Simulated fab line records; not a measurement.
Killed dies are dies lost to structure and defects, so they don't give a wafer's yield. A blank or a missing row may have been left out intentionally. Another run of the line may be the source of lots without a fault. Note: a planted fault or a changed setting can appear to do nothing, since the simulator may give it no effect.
Chamber matching -- flow n5Finfet -- N5_BEOL_M0_SAQP_HM_OPEN_112 on rieDiel-01: 4 sister chambers
The step chemistry CHF3/O2, target SiO2, stops on a-Si, target depth 12 nm, time 13.5 s. 16 wafers are shown with their chamber, then 8 later ones without.

WAFERS PAIRED WITH THEIR CHAMBERS
wafer,chamber,drypumpMotorCurrentA (A),rfVppV (V),showerheadPlenumPTorr (Torr)
L075.1,3,5.4,536,2.38
L075.2,1,5.8,513,2.55
L075.5,0,6.4,516,2.43
L078.1,1,5.7,511,2.55
L078.3,2,5.7,527,2.46
L078.6,1,5.7,510,2.55
L083.3,1,5.8,512,2.55
L083.5,0,6.5,514,2.42
L083.6,1,5.8,512,2.55
L087.1,3,5.4,535,2.37
L087.2,1,5.7,511,2.54
L087.3,2,5.7,524,2.45
L093.1,1,5.7,510,2.54
L093.5,0,6.5,515,2.41
L093.6,1,5.8,512,2.53
L091.2,2,5.7,525,2.44

SIGNATURES (averages over the wafers above)
reading,chamber 0,chamber 1,chamber 2,chamber 3,scatter within a chamber
drypumpMotorCurrentA,6.467,5.750,5.700,5.400,0.0471
rfVppV,515.00,511.38,525.33,535.50,1.12
showerheadPlenumPTorr,2.4200,2.5450,2.4500,2.3750,0.00842
Rule: a wafer's distance from a chamber is the root of the sum, over the readings, of the square of ((its reading less the chamber's mean) divided by the reading's scatter). If the next closest chamber is less than 2 further off than the closest, the wafer can't be placed; otherwise it belongs to the closest. The scatter: the root of (the sum of the squares of (reading less its chamber's mean) over the shown wafers, divided by (wafers less chambers)).

WAFERS MISSING THEIR CHAMBER
wafer,drypumpMotorCurrentA (A),rfVppV (V),showerheadPlenumPTorr (Torr)
L091.4,6.5,513,2.41
L091.6,5.7,526,2.44
L095.2,5.7,525,2.44
L095.3,5.8,511,2.53
L095.4,5.4,535,2.37
L092.4,5.4,535,2.37
L092.5,5.3,534,2.37
L092.6,6.4,515,2.41

THE CHAMBER EACH PASSED THROUGH
wafer,from the rows above,in truth
L091.4,0,0
L091.6,2,2
L095.2,2,2
L095.3,1,1
L095.4,3,3
L092.4,3,3
L092.5,3,3
L092.6,0,0
Placed correctly: 8 of 8. From these rows, 0 cannot be placed. Wrongly placed: 0.
